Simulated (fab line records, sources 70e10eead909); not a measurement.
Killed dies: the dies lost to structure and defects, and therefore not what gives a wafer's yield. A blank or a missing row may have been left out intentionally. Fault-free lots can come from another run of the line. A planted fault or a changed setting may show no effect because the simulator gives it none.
Which tool did it? | flow nand-harc | 42 wafers from 14 lots sampled at 4 of the route's 1159 steps

== WHAT THE GAUGES SHOWED, per wafer ==
NHARC_A_START_INSPECT_01. Usual: raw-defect-count 3.3, standard deviation 1.9.
lot  | measured     | on                | raw-defect-count | flag
L906 | day 6 15:32  | defect-inspect-02 | 1 3 1            |
L908 | day 7 04:05  | defect-inspect-02 | 2 0 4            |
L907 | day 7 04:34  | defect-inspect-02 | 0 5 5            |
L910 | day 7 11:56  | defect-inspect-01 | 2 2 1            |
L911 | day 7 18:16  | defect-inspect-02 | 2 3 3            |
L913 | day 8 04:59  | defect-inspect-01 | 3 7 3            |
L919 | day 9 18:40  | defect-inspect-02 | 5 1 8            |
L920 | day 10 10:46 | defect-inspect-01 | 6 4 0            |
L923 | day 10 16:10 | defect-inspect-01 | 5 2 2            |
L925 | day 10 23:31 | defect-inspect-01 | 4 2 4            |
L926 | day 11 11:56 | defect-inspect-02 | 3 4 6            |
L927 | day 11 16:57 | defect-inspect-01 | 4 3 1            |
L928 | day 11 17:44 | defect-inspect-02 | 3 5 2            |
L929 | day 12 10:18 | defect-inspect-01 | 0 6 4            |

NHARC_A_ONON_D1_THK_MEAS_02: measures by ellipsometry. Usual: thk-nm 1000 nm, standard deviation 10.
lot  | measured     | on            | thk-nm (nm)    | flag
L906 | day 7 21:21  | film-metro-01 | 998 998 999    |
L908 | day 8 04:22  | film-metro-02 | 1006 1004 1005 |
L907 | day 8 04:21  | film-metro-01 | 995 996 996    |
L910 | day 8 13:53  | film-metro-01 | 1015 1015 1015 |
L911 | day 8 19:27  | film-metro-01 | 552 550 550    | OFF
L913 | day 9 05:05  | film-metro-01 | 544 546 544    | OFF
L919 | day 10 19:20 | film-metro-02 | 1000 998 999   |
L920 | day 11 12:01 | film-metro-02 | 997 997 995    |
L923 | day 11 15:37 | film-metro-02 | 1013 1013 1012 |
L925 | day 11 23:03 | film-metro-02 | 989 990 991    |
L926 | day 12 13:02 | film-metro-02 | 977 976 975    |
L927 | day 12 16:40 | film-metro-01 | 997 997 998    |
L928 | day 12 16:42 | film-metro-02 | 1002 1002 1001 |
L929 | day 13 09:16 | film-metro-01 | 993 993 992    |

NHARC_END_SORT_01. Usual: killed-at-array 24, standard deviation 7.4; killed-at-other 0.5, standard deviation 0.81; killed-at-periphery 3.4, standard deviation 2.3; killed-dies 28, standard deviation 8; killed-open 3.4, standard deviation 1.8; killed-short 2.0, standard deviation 1.4.
lot  | measured     | on        | killed-at-array | killed-at-other | killed-at-periphery | killed-dies | killed-open | killed-short | flag
L911 | day 20 02:28 | prober-02 | 674 673 675     | 0 0 0           | 3 4 2               | 677 677 677 | 2 4 3       | 2 1 1        | OFF
L913 | day 20 19:17 | prober-02 | 673 676 676     | 0 0 0           | 4 1 1               | 677 677 677 | 6 3 2       | 1 2 2        | OFF

== TOOL THAT RAN EACH LOT (tool first, then ch and the chambers of the sampled wafers, then the start) ==
lot  | NHARC_A_ONON_D1_DEP_00
L906 | pecvd-onon-02 ch 0, day 7 20:53
L908 | pecvd-onon-03 ch 0, day 8 03:55
L907 | pecvd-onon-02 ch 0, day 8 03:58
L910 | pecvd-onon-02 ch 0, day 8 13:30
L911 | pecvd-onon-02 ch 0, day 8 19:00
L913 | pecvd-onon-02 ch 0, day 9 04:34
L919 | pecvd-onon-03 ch 0, day 10 18:53
L920 | pecvd-onon-03 ch 0, day 11 11:34
L923 | pecvd-onon-03 ch 0, day 11 15:07
L925 | pecvd-onon-03 ch 0, day 11 22:36
L926 | pecvd-onon-02 ch 0, day 12 12:31
L927 | pecvd-onon-04 ch 0, day 12 16:16
L928 | pecvd-onon-02 ch 0, day 12 16:12
L929 | pecvd-onon-03 ch 0, day 13 08:49
- NHARC_A_ONON_D1_DEP_00: target thk 1000 nm.

== AS READ BY THE TOOLS THEMSELVES (means over the sampled wafers that have a number; for cases with no such wafer, the mark the record gives instead) ==
NHARC_A_ONON_D1_DEP_00. Usual: n2-flow-sccm 2750 sccm, standard deviation 7.8.
lot  | tool          | n2-flow-sccm (sccm) | flag
L906 | pecvd-onon-02 | 2748                |
L908 | pecvd-onon-03 | 2741                |
L907 | pecvd-onon-02 | 2756                |
L910 | pecvd-onon-02 | 2759                |
L911 | pecvd-onon-02 | 2743                |
L913 | pecvd-onon-02 | 2740                |
L919 | pecvd-onon-03 | 2740                |
L920 | pecvd-onon-03 | 2755                |
L923 | pecvd-onon-03 | 2754                |
L925 | pecvd-onon-03 | 2751                |
L926 | pecvd-onon-02 | 2755                |
L927 | pecvd-onon-04 | 2743                |
L928 | pecvd-onon-02 | 2749                |
L929 | pecvd-onon-03 | 2748                |

== THE ANSWER, worked out from the rows above alone ==
Rule: lot off if the mean of its wafers having a number is beyond 3 standard deviations from the usual mean. Also off: a lot with no number at a reading for which 4 or more lots have one. All remaining lots with rows at the step are treated as sound. The gauges are gone through in route order, then the tools' own readings, and for those a lot's mean is taken as printed above. The first step at which some lot is off is used, and at that step the reading that is off furthest; a lot without a number counts as furthest.
Off at NHARC_A_ONON_D1_THK_MEAS_02 (thk-nm): L911, L913.
If a tool, at a process step before that reading, ran all the lots that are off and no sound lot after the first of them, it fits. Not tried: the gauges at NHARC_A_ONON_D1_THK_MEAS_02; whatever is off there is also off at NHARC_END_SORT_01, on other tools, and gauge error can't account for it. None of those tried fits.

== WHAT WAS PUT IN BY THE SIMULATOR ==
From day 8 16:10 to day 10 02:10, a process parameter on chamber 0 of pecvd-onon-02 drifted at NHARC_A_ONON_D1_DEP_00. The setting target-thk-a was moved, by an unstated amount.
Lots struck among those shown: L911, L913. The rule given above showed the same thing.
